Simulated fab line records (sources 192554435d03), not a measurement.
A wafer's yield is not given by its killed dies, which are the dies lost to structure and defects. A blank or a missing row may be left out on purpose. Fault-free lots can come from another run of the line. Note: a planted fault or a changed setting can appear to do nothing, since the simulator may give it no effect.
Split-lot study || flow n5-finfet || 21 wafers read from 7 lots, route of 1938 steps

THE SPLIT ITSELF
At N5_BEOL_M5_COAT_71 (time 60 s, resist thk 5 nm), the setting spin-rpm was moved away from the recipe's 1500 rpm on 4 of the 21 wafers read, by -4.5% to +10.7%. This setting was run at the recipe's value on the other wafers.

FROM THE SPLIT TO THE READING: what the file shows between them, 3 steps
- N5_BEOL_M5_COAT_05: resist thk 30 nm
- N5_BEOL_M5_EBR_07
- N5_BEOL_M5_DESCUM_16: chemistry O2, time 7 s

THE READING
etch.depth-nm (the simulator's own value, which no gauge read), in nm, at N5_BEOL_M5_ETCH_72 (etches underlayer in N2/H2, target depth 6.5 nm, time 5.2 s). The file does not state a usual value for it. The 17 wafers here that ran the recipe average 5.005 nm, standard deviation 0.016 nm.

{"wafer": "L080.3", "tool, chamber at the split": "litho-track-04, 0", "spin-rpm as run, rpm": 1500, "against the recipe": "recipe", "etch.depth-nm, nm": 4.984, "against lot-mates on the recipe": "-"}
{"wafer": "L080.5", "tool, chamber at the split": "litho-track-04, 0", "spin-rpm as run, rpm": 1500, "against the recipe": "recipe", "etch.depth-nm, nm": 4.999, "against lot-mates on the recipe": "-"}
{"wafer": "L080.6", "tool, chamber at the split": "litho-track-04, 0", "spin-rpm as run, rpm": 1500, "against the recipe": "recipe", "etch.depth-nm, nm": 4.99, "against lot-mates on the recipe": "-"}
{"wafer": "L082.4", "tool, chamber at the split": "litho-track-04, 0", "spin-rpm as run, rpm": 1500, "against the recipe": "recipe", "etch.depth-nm, nm": 5.009, "against lot-mates on the recipe": "-"}
{"wafer": "L082.5", "tool, chamber at the split": "litho-track-04, 0", "spin-rpm as run, rpm": 1500, "against the recipe": "recipe", "etch.depth-nm, nm": 5.02, "against lot-mates on the recipe": "-"}
{"wafer": "L082.6", "tool, chamber at the split": "litho-track-04, 0", "spin-rpm as run, rpm": 1500, "against the recipe": "recipe", "etch.depth-nm, nm": 5.011, "against lot-mates on the recipe": "-"}
{"wafer": "L083.3", "tool, chamber at the split": "litho-track-01, 0", "spin-rpm as run, rpm": 1640, "against the recipe": "+9.3%", "etch.depth-nm, nm": 4.794, "against lot-mates on the recipe": -0.198}
{"wafer": "L083.4", "tool, chamber at the split": "litho-track-01, 0", "spin-rpm as run, rpm": 1500, "against the recipe": "recipe", "etch.depth-nm, nm": 4.995, "against lot-mates on the recipe": "-"}
{"wafer": "L083.5", "tool, chamber at the split": "litho-track-01, 0", "spin-rpm as run, rpm": 1500, "against the recipe": "recipe", "etch.depth-nm, nm": 4.989, "against lot-mates on the recipe": "-"}
{"wafer": "L084.1", "tool, chamber at the split": "litho-track-01, 0", "spin-rpm as run, rpm": 1500, "against the recipe": "recipe", "etch.depth-nm, nm": 5.022, "against lot-mates on the recipe": "-"}
{"wafer": "L084.3", "tool, chamber at the split": "litho-track-01, 0", "spin-rpm as run, rpm": 1660, "against the recipe": "+10.7%", "etch.depth-nm, nm": 4.784, "against lot-mates on the recipe": -0.238}
{"wafer": "L084.4", "tool, chamber at the split": "litho-track-01, 0", "spin-rpm as run, rpm": 1660, "against the recipe": "+10.7%", "etch.depth-nm, nm": 4.786, "against lot-mates on the recipe": -0.236}
{"wafer": "L086.1", "tool, chamber at the split": "litho-track-01, 0", "spin-rpm as run, rpm": 1500, "against the recipe": "recipe", "etch.depth-nm, nm": 5.03, "against lot-mates on the recipe": "-"}
{"wafer": "L086.4", "tool, chamber at the split": "litho-track-01, 0", "spin-rpm as run, rpm": 1500, "against the recipe": "recipe", "etch.depth-nm, nm": 5.034, "against lot-mates on the recipe": "-"}
{"wafer": "L086.6", "tool, chamber at the split": "litho-track-01, 0", "spin-rpm as run, rpm": 1500, "against the recipe": "recipe", "etch.depth-nm, nm": 5.018, "against lot-mates on the recipe": "-"}
{"wafer": "L092.1", "tool, chamber at the split": "litho-track-02, 0", "spin-rpm as run, rpm": 1500, "against the recipe": "recipe", "etch.depth-nm, nm": 4.981, "against lot-mates on the recipe": "-"}
{"wafer": "L092.3", "tool, chamber at the split": "litho-track-02, 0", "spin-rpm as run, rpm": 1500, "against the recipe": "recipe", "etch.depth-nm, nm": 4.986, "against lot-mates on the recipe": "-"}
{"wafer": "L092.4", "tool, chamber at the split": "litho-track-02, 0", "spin-rpm as run, rpm": 1432, "against the recipe": "-4.5%", "etch.depth-nm, nm": 5.104, "against lot-mates on the recipe": "+0.121"}
{"wafer": "L097.2", "tool, chamber at the split": "litho-track-04, 0", "spin-rpm as run, rpm": 1500, "against the recipe": "recipe", "etch.depth-nm, nm": 5.02, "against lot-mates on the recipe": "-"}
{"wafer": "L097.4", "tool, chamber at the split": "litho-track-04, 0", "spin-rpm as run, rpm": 1500, "against the recipe": "recipe", "etch.depth-nm, nm": 4.995, "against lot-mates on the recipe": "-"}
{"wafer": "L097.6", "tool, chamber at the split": "litho-track-04, 0", "spin-rpm as run, rpm": 1500, "against the recipe": "recipe", "etch.depth-nm, nm": 4.995, "against lot-mates on the recipe": "-"}

FIT RESULTS
A straight line over all 21 wafers: etch.depth-nm changes by -0.0212 nm for each +1% of spin-rpm; r = -0.98; the points scatter about the line by 0.016 nm.
The same after taking each lot's own level away (the mean of its wafers on the recipe; 21 wafers): -0.0223 nm for each +1%; r = -1.00; scatter 0.008 nm.
According to that fit, moving spin-rpm by its largest amount changes the reading by 0.24 nm.
From 4.9835 to 5.0273 nm: that is the span of the lots' own levels, equal to 2.7 times the standard deviation above.
Consequently the slope shifts little with the lot-to-lot level, the two slopes agreeing.
Check: -0.236 nm against its lot-mates is what the line predicts for one of the wafers moved furthest among these (+10.7%) when that wafer is left out of the fit. It came out at -0.238 nm against them.

THESE WAFERS: OTHER SPLITS
Before the reading, these wafers also passed through other splits. Each is held against what the fit with the lots' levels taken away leaves over:
{"other split on the same wafers": "N5_MOL_CONTACT_COAG_CVD_140 target-thk-a", "wafers away from the commonest value": 10, "r with etch.depth-nm (lot level and that fit taken away)": "+0.12"}
{"other split on the same wafers": "N5_BEOL_M0_SAQP_HM_DEP_02 target-thk-a", "wafers away from the commonest value": 7, "r with etch.depth-nm (lot level and that fit taken away)": "+0.48"}
{"other split on the same wafers": "N5_BEOL_M0_SAQP_ALD_48 ald-cycles", "wafers away from the commonest value": 8, "r with etch.depth-nm (lot level and that fit taken away)": "+0.08"}
{"other split on the same wafers": "N5_BEOL_M0_CUTY_COAT_51 spin-rpm", "wafers away from the commonest value": 5, "r with etch.depth-nm (lot level and that fit taken away)": "+0.05"}
{"other split on the same wafers": "N5_BEOL_M1_COAT_61 spin-rpm", "wafers away from the commonest value": 6, "r with etch.depth-nm (lot level and that fit taken away)": -0.08}
{"other split on the same wafers": "N5_BEOL_M2_DESCUM_33 time-s", "wafers away from the commonest value": 6, "r with etch.depth-nm (lot level and that fit taken away)": "+0.01"}
{"other split on the same wafers": "N5_BEOL_M5_HM_DEP_02 target-thk-a", "wafers away from the commonest value": 6, "r with etch.depth-nm (lot level and that fit taken away)": "+0.19"}

FILE'S OWN FIT
etch.depth-nm changes by -0.0223 nm for each +1% of spin-rpm, r = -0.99.
